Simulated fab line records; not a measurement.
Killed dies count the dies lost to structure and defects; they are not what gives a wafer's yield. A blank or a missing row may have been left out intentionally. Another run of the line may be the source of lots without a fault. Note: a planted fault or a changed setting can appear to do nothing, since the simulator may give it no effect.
fab line records	flow n5Finfet
record: lots: 9	wafers: 27	lastDay: 17
route steps=1938 shown BEOL_M3@990 BEOL_M4@1023 PASSIVATION@1936
lots untouched by any fault: they come from a run of this same line in which no faults occurred
startH: the number of hours between the record's first day and the start of the first shown wafer of the lot	waitH: how many hours have passed since the lot's step before this one	" the same as in the row above	L1.1+2: one row covering several wafers at once	- value missing, or start not given	* or withheld: withheld	< > ~ a bound
route shown NAME@n: NAME is a module with steps in the file, n the number in the route of the first one	usual: mean/standard deviation taken from wafers without a fault	same: alike in all rows	chamber/n: place in a boat	sites: readings site by site	_std_site: standard deviation of those values	_edge_site: outer sites' mean less inner sites'	radiusMm: how far each site lies from the wafer's centre	mask NAME#n: copy n	behind: the last tool/chamber to shape the wafer	hold: the reason the lot was held/the length of the hold in hours/how it ended	device: names the non-switching transistor (n, p or np)	end of line: the tests these same wafers got at the end of their route	for a step that has no rows: nothing shown but its recipe	killed: not the wafer's yield, but the dies lost to structure and defects at the first sort	map: a wafer's dies, marking killed ones x, the rest . and places with no die _
set.NAME: the setting as run; set.NAME@STEP: as run at that earlier step	model.NAME: the simulator's own value behind a step, which no gauge read
steps of the route over a sample of lots; a table a step, a row a wafer
services: a tool's chamber out of use, with start hour (startH, from the record's first day; less than 0 if before it), hours out, and reason
== steps ==
step: N5_BEOL_M3_PRE_CLEAN_45
recipe: gas: H2/He	timeS: 30	tempC: 250
usual: heaterPowerW: 324/33	susceptorTempC: 250.00/0.15
lot.wafer	tool	chamber	startH	waitH	heaterPowerW	susceptorTempC
L377.1	pvdSputter-01	-	146.59	0.0	348	249.70
L377.5	"	-	"	"	358	249.98
L377.6	"	-	"	"	298	249.98
L378.3	pvdSputter-01	-	154.52	0.0	349	249.87
L378.4	"	-	"	"	377	249.83
L378.6	"	-	"	"	321	250.17
L384.1	pvdSputter-02	-	204.14	0.0	328	249.85
L384.3	"	-	"	"	275	250.08
L384.6	"	-	"	"	351	249.97
L386.1	pvdSputter-03	-	208.43	0.0	278	250.29
L386.2	"	-	"	"	289	250.07
L386.3	"	-	"	"	378	249.96
L385.1	pvdSputter-03	-	216.65	0.0	385	250.19
L385.4	"	-	"	"	321	250.12
L385.5	"	-	"	"	278	250.06
L389.1	pvdSputter-02	-	239.76	0.0	337	250.04
L389.3	"	-	"	"	276	250.14
L389.4	"	-	"	"	333	250.02
L394.2	pvdSputter-03	-	254.79	0.0	312	250.09
L394.5	"	-	"	"	376	250.07
L394.6	"	-	"	"	325	249.86
L397.3	pvdSputter-02	-	284.65	0.0	347	250.06
L397.4	"	-	"	"	273	249.85
L397.5	"	-	"	"	329	249.64
L398.1	pvdSputter-01	-	291.04	0.0	371	250.11
L398.4	"	-	"	"	339	249.88
L398.6	"	-	"	"	363	250.13
step: N5_BEOL_M3_ANNEAL_51
recipe: tempC: 225	timeS: 90	ambient: N2
usual: annealTempC: 224.99/0.17	wafer_temp_C_max: 225.88/0.28
lot.wafer	tool	chamber	startH	waitH	annealTempC	wafer_temp_C_max
L377.1	rtpAnneal-01	0	149.11	0.1	225.31	226.09
L377.5	"	0	"	"	224.94	225.92
L377.6	"	0	"	"	225.15	225.43
L378.3	rtpAnneal-01	0	157.23	0.1	224.93	225.93
L378.4	"	0	"	"	225.15	225.84
L378.6	"	0	"	"	224.91	225.68
L384.1	rtpAnneal-02	0	208.09	0.1	225.03	225.63
L384.3	"	0	"	"	224.96	225.83
L384.6	"	0	"	"	224.73	225.96
L386.1	rtpAnneal-02	0	211.43	0.1	224.85	226.14
L386.2	"	0	"	"	224.78	225.70
L386.3	"	0	"	"	224.85	226.64
L385.1	rtpAnneal-02	0	219.25	0.1	225.11	225.72
L385.4	"	0	"	"	225.04	226.09
L385.5	"	0	"	"	225.32	225.68
L389.1	rtpAnneal-01	0	242.27	0.1	224.90	225.64
L389.3	"	0	"	"	224.72	225.59
L389.4	"	0	"	"	224.97	225.24
L394.2	rtpAnneal-02	0	257.42	0.1	224.92	226.07
L394.5	"	0	"	"	224.92	225.83
L394.6	"	0	"	"	224.84	226.27
L397.3	rtpAnneal-01	0	287.42	0.1	224.84	225.43
L397.4	"	0	"	"	224.73	225.48
L397.5	"	0	"	"	224.77	225.61
L398.1	rtpAnneal-02	0	293.52	0.1	224.98	225.67
L398.4	"	0	"	"	224.93	225.78
L398.6	"	0	"	"	225.13	225.94
step: N5_BEOL_M4_PECVD_72
recipe: material: SiO2	targetThkA: 160	tempC: 400	precursor: TEOS/O2	pressureTorr: 5.5	rfW: 450	teosFlowSccm: 53.8	gas: O2	flowSccm: 3000	timeS: 18
usual: heaterPowerW: 716/130	showerheadPlenumPTorr: 8.77/0.05	susceptorTempC: 399.99/0.23	throttleValvePct: 22.9/1.1
lot.wafer	tool	chamber	startH	waitH	heaterPowerW	showerheadPlenumPTorr	susceptorTempC	throttleValvePct
L377.1	pecvd-03	1	150.25	0.0	799	8.88	400.29	22.4
L377.5	"	1	"	"	802	8.90	400.07	22.9
L377.6	"	2	"	"	684	8.75	400.00	22.3
L378.3	pecvd-04	0	158.79	0.0	611	8.68	399.88	24.3
L378.4	"	0	"	"	617	8.69	399.71	24.1
L378.6	"	2	"	"	650	8.79	399.91	23.5
L384.1	pecvd-03	0	209.13	0.0	961	8.77	399.56	23.0
L384.3	"	1	"	"	763	8.91	400.31	22.6
L384.6	"	2	"	"	639	8.76	399.82	22.4
L386.1	pecvd-04	0	212.45	0.0	657	8.72	399.89	24.3
L386.2	"	1	"	"	561	8.79	400.03	22.9
L386.3	"	0	"	"	656	8.70	399.93	24.4
L385.1	pecvd-02	0	220.42	0.0	805	8.75	399.72	23.6
L385.4	"	1	"	"	734	8.74	400.14	23.4
L385.5	"	0	"	"	814	8.75	399.77	23.7
L389.1	pecvd-03	1	243.32	0.0	792	8.87	399.88	22.9
L389.3	"	2	"	"	599	8.77	399.98	22.5
L389.4	"	1	"	"	797	8.87	399.82	22.7
L394.2	pecvd-02	1	258.39	0.0	784	8.71	400.37	23.7
L394.5	"	0	"	"	774	8.74	400.07	23.3
L394.6	"	1	"	"	758	8.71	399.59	23.6
L397.3	pecvd-02	2	288.40	0.0	594	8.79	400.08	21.6
L397.4	"	2	"	"	595	8.80	399.90	21.2
L397.5	"	1	"	"	732	8.69	399.62	23.6
L398.1	pecvd-03	0	294.55	0.0	1078	8.75	399.82	23.2
L398.4	"	0	"	"	1081	8.78	400.20	23.2
L398.6	"	1	"	"	818	8.90	400.14	22.8
step: N5_BEOL_M4_HM_DEP_02
recipe: material: TiN	targetThkA: 200	tempC: 25	chamberPressurePa: 0.49996
usual: susceptorTempC: 25.00/0.093	throttleValvePct: 29.9/1
lot.wafer	tool	chamber	startH	waitH	susceptorTempC	throttleValvePct
L377.1	pvdSputter-02	-	152.96	2.7	25.03	29.7
L377.5	"	-	"	"	24.89	29.6
L377.6	"	-	"	"	24.98	29.7
L378.3	pvdSputter-02	-	161.90	3.1	25.07	28.9
L378.4	"	-	"	"	25.02	29.4
L378.6	"	-	"	"	24.83	29.0
L384.1	pvdSputter-03	-	211.31	2.2	25.00	29.9
L384.3	"	-	"	"	24.99	31.7
L384.6	"	-	"	"	25.08	28.6
L386.1	pvdSputter-01	-	213.37	0.9	25.01	29.4
L386.2	"	-	"	"	25.12	30.9
L386.3	"	-	"	"	24.97	29.9
L385.1	pvdSputter-01	-	220.97	0.5	25.03	29.6
L385.4	"	-	"	"	25.01	29.3
L385.5	"	-	"	"	25.08	29.8
L389.1	pvdSputter-01	-	243.39	0.1	25.06	29.7
L389.3	"	-	"	"	25.04	29.9
L389.4	"	-	"	"	24.89	31.1
L394.2	pvdSputter-01	-	258.95	0.5	25.00	29.9
L394.5	"	-	"	"	25.09	29.9
L394.6	"	-	"	"	25.04	31.0
L397.3	pvdSputter-03	-	288.68	0.3	25.06	31.6
L397.4	"	-	"	"	24.97	28.7
L397.5	"	-	"	"	25.17	28.8
L398.1	pvdSputter-01	-	295.29	0.7	25.09	29.8
L398.4	"	-	"	"	25.05	31.0
L398.6	"	-	"	"	25.02	29.8
step: N5_BEOL_M4_INSPECT_13
recipe: mode: adi	inspectInstrument: brightfield
usual: rawDefectCount: 393/92
lot.wafer	tool	chamber	startH	waitH	rawDefectCount
L377.1	defectInspect-02	-	153.61	0.1	369
L377.5	"	-	"	"	381
L377.6	"	-	"	"	295
L378.3	defectInspect-01	-	162.40	0.0	418
L378.4	"	-	"	"	555
L378.6	"	-	"	"	372
L384.1	defectInspect-01	-	211.80	0.1	350
L384.3	"	-	"	"	298
L384.6	"	-	"	"	327
L386.1	defectInspect-01	-	213.95	0.1	396
L386.2	"	-	"	"	419
L386.3	"	-	"	"	482
L385.1	defectInspect-01	-	221.55	0.1	351
L385.4	"	-	"	"	399
L385.5	"	-	"	"	456
L389.1	defectInspect-02	-	244.00	0.1	328
L389.3	"	-	"	"	228
L389.4	"	-	"	"	343
L394.2	defectInspect-01	-	259.44	0.0	417
L394.5	"	-	"	"	420
L394.6	"	-	"	"	1007
L397.3	defectInspect-01	-	289.29	0.0	371
L397.4	"	-	"	"	333
L397.5	"	-	"	"	451
L398.1	defectInspect-01	-	295.78	0.1	514
L398.4	"	-	"	"	831
L398.6	"	-	"	"	333
step: N5_BEOL_M4_INSPECT_30
recipe: mode: adi	inspectInstrument: brightfield
usual: rawDefectCount: 393/93
lot.wafer	tool	chamber	startH	waitH	rawDefectCount
L377.1	defectInspect-01	-	155.39	0.1	407
L377.5	"	-	"	"	426
L377.6	"	-	"	"	352
L378.3	defectInspect-01	-	163.59	0.0	460
L378.4	"	-	"	"	517
L378.6	"	-	"	"	354
L384.1	defectInspect-01	-	212.94	0.1	359
L384.3	"	-	"	"	287
L384.6	"	-	"	"	356
L386.1	defectInspect-01	-	214.83	0.1	393
L386.2	"	-	"	"	415
L386.3	"	-	"	"	499
L385.1	defectInspect-02	-	222.81	0.1	331
L385.4	"	-	"	"	352
L385.5	"	-	"	"	390
L389.1	defectInspect-02	-	245.10	0.1	318
L389.3	"	-	"	"	227
L389.4	"	-	"	"	330
L394.2	defectInspect-02	-	260.31	0.0	381
L394.5	"	-	"	"	365
L394.6	"	-	"	"	977
L397.3	defectInspect-02	-	290.63	0.0	319
L397.4	"	-	"	"	285
L397.5	"	-	"	"	421
L398.1	defectInspect-01	-	297.65	0.1	510
L398.4	"	-	"	"	843
L398.6	"	-	"	"	362
step: N5_BEOL_M4_RC_MEAS_101
usual: DIBL_N: 37.5/2.5	DIBL_P: 38/3.1	IOFF_N: 0.19/0.059	IOFF_P: 0.24/0.061	ION_N: 679/16	ION_P: 465/9.8	SS_N: 72.0/0.8	SS_P: 73.7/0.86	VT_N: 248/4.5	VT_P: -249/3.5
lot.wafer	tool	chamber	startH	waitH	DIBL_N[mV/V]	DIBL_P[mV/V]	IOFF_N[nA/um]	IOFF_P[nA/um]	ION_N[uA/um]	ION_P[uA/um]	SS_N[mV/dec]	SS_P[mV/dec]	VT_N[mV]	VT_P[mV]
L377.1	prober-02	0	163.35	0.0	34.1	36	0.12	0.20	659	459	70.6	72.8	254	-249
L377.5	"	0	"	"	37.8	37	0.18	0.22	678	466	72.3	73.5	251	-250
L377.6	"	0	"	"	39.7	40	0.23	0.27	679	459	72.7	74.2	248	-245
L378.3	prober-02	0	170.07	0.3	37.3	38	0.18	0.23	677	459	72.0	73.5	250	-250
L378.4	"	0	"	"	37.3	40	0.19	0.27	675	465	72.5	74.2	248	-248
L378.6	"	0	"	"	37.4	38	0.18	0.22	676	460	72.6	73.8	255	-252
L384.1	prober-02	0	221.67	0.0	35.9	37	0.16	0.20	667	459	72.3	73.8	251	-252
L384.3	"	0	"	"	37.2	37	0.19	0.20	680	461	72.0	73.0	249	-251
L384.6	"	0	"	"	33.6	34	0.11	0.17	659	451	70.9	73.0	255	-254
L386.1	prober-01	0	225.41	0.0	41.4	40	0.27	0.33	702	477	72.5	74.7	244	-244
L386.2	"	0	"	"	37.6	35	0.15	0.21	671	458	71.6	73.5	255	-247
L386.3	"	0	"	"	38.9	38	0.19	0.28	679	468	72.4	73.4	246	-244
L385.1	prober-01	0	237.18	0.1	34.4	35	0.10	0.16	657	453	70.8	73.2	260	-253
L385.4	"	0	"	"	38.7	39	0.18	0.24	673	467	71.8	74.1	247	-249
L385.5	"	0	"	"	37.1	37	0.14	0.20	651	452	71.5	73.1	252	-251
L389.1	prober-02	0	253.23	0.0	35.6	35	0.15	0.17	660	448	71.4	73.2	250	-255
L389.3	"	0	"	"	34.5	34	0.14	0.17	672	453	71.0	72.5	248	-255
L389.4	"	0	"	"	37.2	38	0.18	0.22	678	450	71.9	73.9	246	-250
L394.2	prober-01	0	283.52	0.2	40.7	41	0.24	0.26	697	471	72.1	74.2	243	-248
L394.5	"	0	"	"	38.4	37	0.19	0.20	664	453	72.4	73.8	251	-255
L394.6	"	0	"	"	34.4	34	0.12	0.16	658	449	71.9	72.4	255	-254
L398.1	prober-01	0	310.43	0.0	38.6	42	0.21	0.29	685	475	72.0	74.4	247	-249
L398.4	"	0	"	"	39.0	39	0.20	0.23	676	455	71.8	74.7	247	-251
L398.6	"	0	"	"	39.9	41	0.23	0.26	687	466	72.2	74.6	245	-249
L397.3	prober-02	0	310.66	0.3	40.5	38	0.23	0.26	684	465	72.7	73.8	246	-249
L397.4	"	0	"	"	38.6	36	0.17	0.22	662	460	73.0	73.4	250	-249
L397.5	"	0	"	"	39.9	38	0.21	0.25	687	466	71.8	74.0	250	-248
step: N5_PASSIVATION_PROBE_49
usual: defectLimitedYield: 91.0/1.4	killed_at_M0_to_M3: 35/10	killed_at_M4_up: 14/5.5	killedAtContacts: 13/5.6	killedAtFrontEnd: 41/11	killedAtOther: 4/3.4	killedDies: 106/16	killedOpen: 68/12	killedShort: 35/7.3	sort_bin_4_leakage: 0.3/2.1	sort_bin_5_function: 5.3/0.89	sort_bin_6_memory: 3.4/0.67	sortNPass: 1070/28	sortYieldPct: 90.7/2.4
same: grossDies: 1180	killedAtBackSide: 0	sort_bin_8_speed[%]: 0
lot.wafer	tool	chamber	startH	waitH	defectLimitedYield[%]	killed_at_M0_to_M3	killed_at_M4_up	killedAtContacts	killedAtFrontEnd	killedAtOther	killedDies	killedOpen	killedShort	sort_bin_4_leakage[%]	sort_bin_5_function[%]	sort_bin_6_memory[%]	sortNPass	sortYieldPct[%]
L394.2	prober-02	-	397.65	0.1	92.0	37	12	7	31	7	94	68	25	0.1	4.7	3.2	1085	91.9
L394.5	prober-02	-	397.80	0.2	91.4	36	10	11	37	8	102	63	36	0	4.9	3.6	1078	91.4
L394.6	prober-02	-	397.85	0.3	82.6	33	133	8	27	4	205	48	32	0	10.8	4.6	975	82.6
L398.1	prober-01	-	415.46	0.0	90.8	30	18	15	36	10	109	71	33	0	5.3	3.7	1071	90.8
L398.4	prober-01	-	415.61	0.2	79.9	33	141	15	47	1	237	78	39	0	12.5	4.7	943	79.9
L398.6	prober-01	-	415.71	0.3	90.5	23	11	16	46	16	112	67	40	0	6.0	3.1	1068	90.5
killed by level:class
L394.2 BEOL_M1:geometricParticle:open=11 BEOL_M2:geometricParticle:open=9 BEOL_M0_SAQP:geometricParticle:open=7 STI_FIN_REVEAL:geometricParticle:open=6 MOL_CONTACT_COAG:geometricParticle:open=6 DUMMY_GATE:geometricParticle:open=6 BEOL_M3:geometricParticle:open=4 STARTING-WAFER:geometricParticle:open=4
L394.5 BEOL_M1:geometricParticle:open=10 BEOL_M3:geometricParticle:open=8 MOL_CONTACT_COAG:geometricParticle:open=8 STI_FIN_REVEAL:geometricParticle:open=7 FIN_SAQP:geometricParticle:short=5 STI_FIN_REVEAL:geometricParticle:short=4 SPACER0:geometricParticle:open=4 BEOL_M0_SAQP:geometricParticle:short=4
L394.6 BEOL_M4:unspecified=124 BEOL_M0_SAQP:geometricParticle:short=9 BEOL_M1:geometricParticle:open=7 BEOL_M0_SAQP:geometricParticle:open=6 BEOL_M2:geometricParticle:open=6 DUMMY_GATE:geometricParticle:open=5 MOL_CONTACT_COAG:geometricParticle:open=5 GATE_CUT:geometricParticle:short=4
L398.1 STI_FIN_REVEAL:geometricParticle:open=12 MOL_CONTACT_COAG:geometricParticle:open=12 BEOL_M0_SAQP:geometricParticle:short=8 FIN_SAQP:geometricParticle:open=7 PAD_METAL:geometricParticle:open=6 BEOL_M0_SAQP:geometricParticle:open=6 GATE_CUT:geometricParticle:open=5 BEOL_M4:geometricParticle:open=5
L398.4 BEOL_M4:unspecified=118 BEOL_M4:geometricParticle:open=15 FIN_SAQP:geometricParticle:open=14 MOL_CONTACT_COAG:geometricParticle:open=12 FIN_SAQP:geometricParticle:short=9 BEOL_M0_SAQP:geometricParticle:open=6 BEOL_M0_SAQP:geometricParticle:short=6 BEOL_M1:geometricParticle:open=6
L398.6 MOL_CONTACT_COAG:geometricParticle:open=14 GATE_CUT:geometricParticle:short=11 FIN_SAQP:geometricParticle:open=7 FIN_SAQP:geometricParticle:short=7 GATE_CUT:geometricParticle:open=7 PAD_METAL:geometricParticle:open=6 BEOL_M0_SAQP:geometricParticle:open=5 BEOL_M0_SAQP:geometricParticle:short=5
== services ==
tool	chamber	startH	hours	kind
pecvd-02	2	125.51	2.1	scheduledDown
pecvd-03	1	127.77	2.1	scheduledDown
pecvd-03	0	131.85	2.1	scheduledDown
pvdSputter-01	-	133.40	2.5	repair
pecvd-02	2	167.45	5.0	scheduledDown
pecvd-04	1	178.07	2.1	scheduledDown
pecvd-02	0	182.67	2.3	repair
pecvd-02	-	184.08	0.6	repair
pecvd-04	2	204.83	2.1	scheduledDown
pecvd-04	2	206.96	-	clean
pecvd-04	2	206.96	-	consumableReplace:showerhead
pecvd-04	2	206.96	29.0	scheduledDown
pecvd-04	2	206.96	29.0	ventCycle
pecvd-03	-	209.60	1.2	repair
pecvd-02	0	231.33	2.1	scheduledDown
pecvd-03	2	237.88	5.4	repair
pecvd-03	2	245.09	5.5	scheduledDown
rtpAnneal-01	-	250.65	1.2	pm
== key ==
firstSign: step: N5_BEOL_M4_INSPECT_13	reading: rawDefectCount	direction: up	sigmas: 5.7	usual: 393	struck: 919
effect: step: N5_BEOL_M4_INSPECT_30	reading: rawDefectCount	direction: up	sigmas: 5.6	usual: 393	struck: 910
effect: step: N5_PASSIVATION_PROBE_49	reading: killed_at_M4_up	direction: up	sigmas: 22	usual: 14	struck: 137
moreKillsBornAt: N5_BEOL_M4_HM_DEP_02@pvdSputter-01: 242
metAt N5_BEOL_M4_HM_DEP_02
struckLots L394,L398
struckWafers L394.6,L398.4
notActingAt N5_BEOL_M3_PRE_CLEAN_45,N5_BEOL_M3_ANNEAL_51,N5_BEOL_M4_PECVD_72
onsetBetween 243.39 258.95
fault: kind: chamberParticleSource	tool: pvdSputter-01	chamber: -	onsetH: 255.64	steps: N5_BEOL_M4_HM_DEP_02	ratePerVisitCm2: 0.66263	endH: 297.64	scope: struckWafersOnly
